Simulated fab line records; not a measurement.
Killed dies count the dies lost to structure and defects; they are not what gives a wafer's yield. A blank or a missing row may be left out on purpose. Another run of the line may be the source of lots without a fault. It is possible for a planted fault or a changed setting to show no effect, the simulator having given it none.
fab line records ; flow n5-finfet ; part 2 of 2: steps 5 to 6 of 6
[record] lots = 23; wafers = 69; last-day = 18
route steps=1938 shown WELL_APT@31 PMOS_HMC_CHANNEL_EPI@89 FIN_SAQP@98
lots with no fault: from the same line, run without faults
start-h: hours from the record's first day to the start of the lot's first wafer shown ; wait-h: time in hours since the lot's previous step ; " repeats the value in the row above ; L1.1+2: a row that stands for several wafers ; - no value present, or no start provided ; * or withheld: withheld ; < > ~ a bound
route shown NAME@n: a module of which the file shows steps, and the number in the route of the first ; usual: mean and standard deviation over wafers with no fault ; same: alike in all rows ; chamber/n: place in a boat ; sites: readings site by site ; _std_site: standard deviation across them ; _edge_site: inner sites' mean taken away from outer sites' mean ; radius-mm: for every site, how far away it sits from the centre of the wafer ; mask NAME#n: copy n ; behind: the tool/chamber that last shaped the wafer ; hold: why the lot was held/for how many hours/how that ended ; device: whichever transistor did not switch (one of n, p or np) ; end of line: the same wafers' tests at the end of the route ; a step without rows: its recipe alone ; killed: dies that structure and defects cost at the first sort, which is not the same as the wafer's yield ; map: a wafer's dies, marking killed ones x, the rest . and places with no die _
set.NAME: the setting as run; set.NAME@STEP: as run at that earlier step ; model.NAME: the simulator's own value behind a step, which no gauge read
a sample of lots followed through the steps of the route, with each step as a table and each wafer as a row
services: when a tool's chamber went out of use (start-h, in hours from the record's first day, below 0 if earlier), for how many hours, and the reason
[[steps]]
[step N5_FIN_SAQP_SPACER2_ETCHBACK_29]
[recipe] chemistry = CHF3/O2; mode = anisotropic-etchback; target = SiO2; target-depth-a = 122; time-s = 6.1; pressure-mtorr = 30; source-w = 650; bias-w = 170; Ar_flow_sccm = 200; CHF3_flow_sccm = 50; O2_flow_sccm = 5; ion-energy-ev = 200
[usual] O2_flow_sccm = 5.002/0.015; drypump-motor-current-A = 5.7/0.48; oes-product-au = 0.76/0.06; rf-vpp-V = 524/3.5; showerhead-plenum-p-Torr = 2.38/0.035; throttle-valve-pct = 18.95/0.25
lot.wafer;tool;chamber;start-h;wait-h;O2_flow_sccm;drypump-motor-current-A;oes-product-au;rf-hours-counter-h;rf-vpp-V;showerhead-plenum-p-Torr;throttle-valve-pct
L074.1;rie-diel-02;2;25.42;0.2;4.995;6.0;0.77;123;519;2.42;19.27
L074.2;rie-diel-02;3;25.42;0.2;4.986;6.1;0.83;70;524;2.44;18.74
L074.5;rie-diel-02;0;25.42;0.2;5.004;5.6;0.83;-;523;2.35;18.81
L075.1;rie-diel-05;1;32.08;0.2;4.976;6.0;0.74;201;528;2.39;18.92
L075.2;rie-diel-05;0;32.08;0.2;4.974;5.1;0.70;184;518;2.40;18.81
L075.3;rie-diel-05;2;32.08;0.2;4.989;5.2;0.77;118;526;2.32;18.89
L076.3;rie-diel-02;3;37.13;0.2;5.007;6.0;0.83;74;524;2.44;18.75
L076.4;rie-diel-02;0;37.13;0.2;4.997;5.6;0.84;69;523;2.35;18.83
L076.6;rie-diel-02;0;37.13;0.2;5.012;5.6;0.84;-;521;2.35;18.83
L077.4;rie-diel-05;0;44.04;0.3;4.969;5.1;0.70;189;518;2.40;18.80
L077.5;rie-diel-05;0;44.04;0.3;4.982;5.1;0.71;-;518;2.40;18.80
L077.6;rie-diel-05;3;44.04;0.3;5.013;5.7;0.74;-;523;2.40;19.24
L078.4;rie-diel-01;2;50.17;0.2;5.019;5.7;0.71;-;521;2.39;19.29
L078.5;rie-diel-01;2;50.17;0.2;5.036;5.7;0.70;-;519;2.39;19.30
L078.6;rie-diel-01;3;50.17;0.2;5.003;4.8;0.78;-;527;2.41;19.02
L079.2;rie-diel-05;0;57.91;0.3;4.997;5.1;0.70;194;517;2.39;18.82
L079.4;rie-diel-05;2;57.91;0.3;4.996;5.2;0.76;127;526;2.32;18.90
L079.6;rie-diel-05;2;57.91;0.3;4.965;5.1;0.76;-;526;2.32;18.89
L080.1;rie-diel-05;2;62.90;0.3;5.005;5.1;0.77;129;526;2.32;18.92
L080.4;rie-diel-05;2;62.90;0.3;5.007;5.1;0.76;-;526;2.32;18.91
L080.5;rie-diel-05;1;62.90;0.3;5.015;6.0;0.74;-;528;2.39;18.91
L081.3;rie-diel-05;2;70.01;0.3;5.032;5.1;0.76;132;526;2.32;18.90
L081.5;rie-diel-05;2;70.01;0.3;5.017;5.2;0.75;-;527;2.32;18.91
L081.6;rie-diel-05;3;70.01;0.3;4.987;5.7;0.73;-;524;2.40;19.29
L082.1;rie-diel-02;0;75.90;0.3;5.001;5.6;0.82;78;524;2.34;18.85
L082.3;rie-diel-02;3;75.90;0.3;5.010;6.1;0.81;82;522;2.44;18.79
L082.5;rie-diel-02;1;75.90;0.3;5.003;6.1;0.75;-;529;2.42;18.67
L083.2;rie-diel-02;0;82.12;0.4;4.981;5.6;0.82;80;523;2.34;18.85
L083.5;rie-diel-02;0;82.12;0.4;4.987;5.6;0.82;-;524;2.34;18.85
L083.6;rie-diel-02;3;82.12;0.4;5.001;6.1;0.81;-;523;2.44;18.78
L084.1;rie-diel-01;2;86.04;0.2;5.011;5.7;0.69;230;519;2.38;19.31
L084.3;rie-diel-01;3;86.04;0.2;4.981;4.8;0.76;159;528;2.41;19.04
L084.6;rie-diel-01;2;86.04;0.2;5.007;5.7;0.69;-;519;2.38;19.30
L085.1;rie-diel-01;2;93.18;0.2;5.005;5.7;0.68;232;519;2.38;19.33
L085.2;rie-diel-01;0;93.18;0.2;5.055;6.5;0.93;14;525;2.37;18.43
L085.3;rie-diel-01;3;93.18;0.2;5.012;4.8;0.76;161;528;2.41;19.05
L086.3;rie-diel-05;1;103.93;0.2;4.997;6.0;0.72;228;529;2.38;18.94
L086.4;rie-diel-05;3;103.93;0.2;5.017;5.7;0.72;187;524;2.39;19.29
L086.5;rie-diel-05;2;103.93;0.2;4.985;5.1;0.75;-;526;2.31;18.94
L087.2;rie-diel-02;3;105.22;0.2;5.001;6.1;0.81;93;524;2.44;18.79
L087.3;rie-diel-02;1;105.22;0.2;5.035;6.1;0.75;137;528;2.42;18.67
L087.6;rie-diel-02;3;105.22;0.2;5.022;6.0;0.80;-;524;2.44;18.78
L088.2;rie-diel-01;1;109.78;0.3;5.009;5.8;0.70;214;529;2.38;18.96
L088.4;rie-diel-01;0;109.78;0.3;4.976;6.5;0.92;22;524;2.36;18.43
L088.6;rie-diel-01;2;109.78;0.3;4.998;5.7;0.68;-;519;2.38;19.33
L089.2;rie-diel-02;2;115.42;0.2;5.007;6.0;0.75;149;519;2.41;19.30
L089.3;rie-diel-02;3;115.42;0.2;4.997;6.1;0.78;96;523;2.43;18.79
L089.6;rie-diel-02;3;115.42;0.2;4.998;6.0;0.80;-;524;2.43;18.81
L090.1;rie-diel-01;2;120.93;0.2;4.992;5.7;0.68;243;520;2.38;19.33
L090.2;rie-diel-01;1;120.93;0.2;5.003;5.8;0.70;217;528;2.38;18.97
L090.6;rie-diel-01;3;120.93;0.2;4.996;4.8;0.75;-;529;2.40;19.08
L091.1;rie-diel-01;2;127.07;0.2;4.992;5.7;0.67;245;518;2.38;19.34
L091.4;rie-diel-01;2;127.07;0.2;5.013;5.7;0.67;-;519;2.38;19.34
L091.6;rie-diel-01;0;127.07;0.2;5.025;6.5;0.89;-;524;2.36;18.46
L092.3;rie-diel-02;2;134.17;0.2;4.991;6.0;0.75;157;519;2.41;19.33
L092.4;rie-diel-02;1;134.17;0.2;5.032;6.1;0.74;148;528;2.41;18.69
L092.6;rie-diel-02;2;134.17;0.2;4.981;6.0;0.74;-;520;2.41;19.30
L094.1;rie-diel-01;1;147.94;0.3;4.995;5.7;0.70;223;527;2.37;18.96
L094.5;rie-diel-01;1;147.94;0.3;4.988;5.7;0.70;-;526;2.37;18.97
L094.6;rie-diel-01;3;147.94;0.3;5.014;4.8;0.75;-;526;2.40;19.10
L095.2;rie-diel-02;0;152.62;0.2;5.001;5.6;0.80;103;521;2.33;18.91
L095.5;rie-diel-02;3;152.62;0.2;5.008;6.0;0.78;-;523;2.43;18.81
L095.6;rie-diel-02;0;152.62;0.2;5.005;5.6;0.79;-;522;2.33;18.89
L096.1;rie-diel-05;1;157.29;0.3;4.967;6.0;0.70;247;528;2.37;18.97
L096.2;rie-diel-05;3;157.29;0.3;4.997;5.7;0.71;205;522;2.39;19.29
L096.3;rie-diel-05;0;157.29;0.3;4.968;5.1;0.68;223;519;2.38;18.85
L097.1;rie-diel-01;3;163.52;0.2;5.025;4.8;0.74;190;528;2.40;19.11
L097.2;rie-diel-01;0;163.52;0.2;5.014;6.5;0.87;42;524;2.36;18.47
L097.4;rie-diel-01;1;163.52;0.2;4.989;5.7;0.69;230;528;2.37;18.98
[step N5_FIN_SAQP_HM_CD_35]
[recipe] target-cd-nm = 8; polarity = line
[usual] cd-nm = 8.10/0.25
lot.wafer;tool;chamber;start-h;wait-h;cd-nm
L074.1;cd-sem-01;-;25.89;0.1;8.61
L074.2;cd-sem-01;-;25.89;0.1;7.59
L074.5;cd-sem-01;-;25.89;0.1;7.86
L075.1;cd-sem-03;-;32.71;0.1;7.85
L075.2;cd-sem-03;-;32.71;0.1;7.94
L075.3;cd-sem-03;-;32.71;0.1;8.22
L076.3;cd-sem-01;-;37.59;0.1;7.89
L076.4;cd-sem-01;-;37.59;0.1;7.91
L076.6;cd-sem-01;-;37.59;0.1;8.39
L077.4;cd-sem-03;-;44.66;0.0;8.48
L077.5;cd-sem-03;-;44.66;0.0;8.60
L077.6;cd-sem-03;-;44.66;0.0;8.30
L078.4;cd-sem-01;-;50.74;0.1;8.11
L078.5;cd-sem-01;-;50.74;0.1;8.52
L078.6;cd-sem-01;-;50.74;0.1;8.53
L079.2;cd-sem-02;-;58.37;0.1;8.17
L079.4;cd-sem-02;-;58.37;0.1;8.09
L079.6;cd-sem-02;-;58.37;0.1;8.14
L080.1;cd-sem-03;-;63.36;0.1;7.98
L080.4;cd-sem-03;-;63.36;0.1;7.90
L080.5;cd-sem-03;-;63.36;0.1;8.16
L081.3;cd-sem-01;-;70.63;0.1;8.31
L081.5;cd-sem-01;-;70.63;0.1;8.23
L081.6;cd-sem-01;-;70.63;0.1;8.33
L082.1;cd-sem-03;-;76.37;0.1;7.58
L082.3;cd-sem-03;-;76.37;0.1;8.39
L082.5;cd-sem-03;-;76.37;0.1;7.84
L083.2;cd-sem-02;-;82.78;0.1;8.26
L083.5;cd-sem-02;-;82.78;0.1;7.67
L083.6;cd-sem-02;-;82.78;0.1;8.37
L084.1;cd-sem-01;-;86.50;0.1;8.29
L084.3;cd-sem-01;-;86.50;0.1;8.03
L084.6;cd-sem-01;-;86.50;0.1;7.77
L085.1;cd-sem-01;-;93.64;0.1;8.11
L085.2;cd-sem-01;-;93.64;0.1;7.89
L085.3;cd-sem-01;-;93.64;0.1;8.62
L086.3;cd-sem-01;-;104.40;0.1;8.01
L086.4;cd-sem-01;-;104.40;0.1;7.94
L086.5;cd-sem-01;-;104.40;0.1;8.07
L087.2;cd-sem-03;-;105.69;0.1;8.27
L087.3;cd-sem-03;-;105.69;0.1;8.17
L087.6;cd-sem-03;-;105.69;0.1;8.07
L088.2;cd-sem-01;-;110.26;0.1;7.78
L088.4;cd-sem-01;-;110.26;0.1;7.88
L088.6;cd-sem-01;-;110.26;0.1;8.02
L089.2;cd-sem-03;-;115.93;0.1;8.25
L089.3;cd-sem-03;-;115.93;0.1;7.77
L089.6;cd-sem-03;-;115.93;0.1;8.25
L090.1;cd-sem-01;-;121.61;0.1;8.14
L090.2;cd-sem-01;-;121.61;0.1;7.89
L090.6;cd-sem-01;-;121.61;0.1;8.47
L091.1;cd-sem-02;-;127.53;0.1;8.03
L091.4;cd-sem-02;-;127.53;0.1;8.10
L091.6;cd-sem-02;-;127.53;0.1;8.48
L092.3;cd-sem-02;-;134.83;0.1;8.18
L092.4;cd-sem-02;-;134.83;0.1;8.14
L092.6;cd-sem-02;-;134.83;0.1;8.38
L094.1;cd-sem-01;-;148.60;0.1;8.59
L094.5;cd-sem-01;-;148.60;0.1;7.80
L094.6;cd-sem-01;-;148.60;0.1;8.09
L095.2;cd-sem-02;-;153.17;0.1;8.29
L095.5;cd-sem-02;-;153.17;0.1;8.03
L095.6;cd-sem-02;-;153.17;0.1;8.35
L096.1;cd-sem-02;-;157.88;0.1;8.19
L096.2;cd-sem-02;-;157.88;0.1;8.45
L096.3;cd-sem-02;-;157.88;0.1;7.98
L097.1;cd-sem-01;-;163.98;0.1;7.71
L097.2;cd-sem-01;-;163.98;0.1;8.00
L097.4;cd-sem-01;-;163.98;0.1;8.41
[[services]]
tool;chamber;start-h;hours;kind
pecvd-01;2;2.18;4.6;repair
rie-diel-05;-;27.59;0.6;repair
rie-diel-01;0;32.52;-;clean
rie-diel-01;0;32.52;-;consumable-replace:focus-ring
rie-diel-01;0;32.52;25.5;scheduled-down
rie-diel-01;0;32.52;25.5;vent-cycle
rie-diel-05;1;35.20;6.2;repair
pecvd-04;2;45.59;15.7;repair
rie-diel-01;1;50.00;2.5;repair
rie-diel-02;-;55.82;15.6;pm
rie-diel-05;0;62.35;5.0;repair
pecvd-02;2;64.48;3.8;repair
rie-diel-01;1;88.68;15.3;repair
pecvd-02;-;95.69;5.5;pm
pecvd-02;1;114.91;3.9;repair
pecvd-02;-;115.03;2.8;pm
rie-diel-01;1;126.77;8.7;repair
pecvd-02;-;126.84;1.8;repair
rie-diel-01;2;136.93;-;clean
rie-diel-01;2;136.93;-;consumable-replace:focus-ring
rie-diel-01;2;136.93;22.3;scheduled-down
rie-diel-05;0;141.50;9.7;repair
pecvd-01;2;153.56;4.9;repair
pecvd-02;-;153.91;0.3;repair
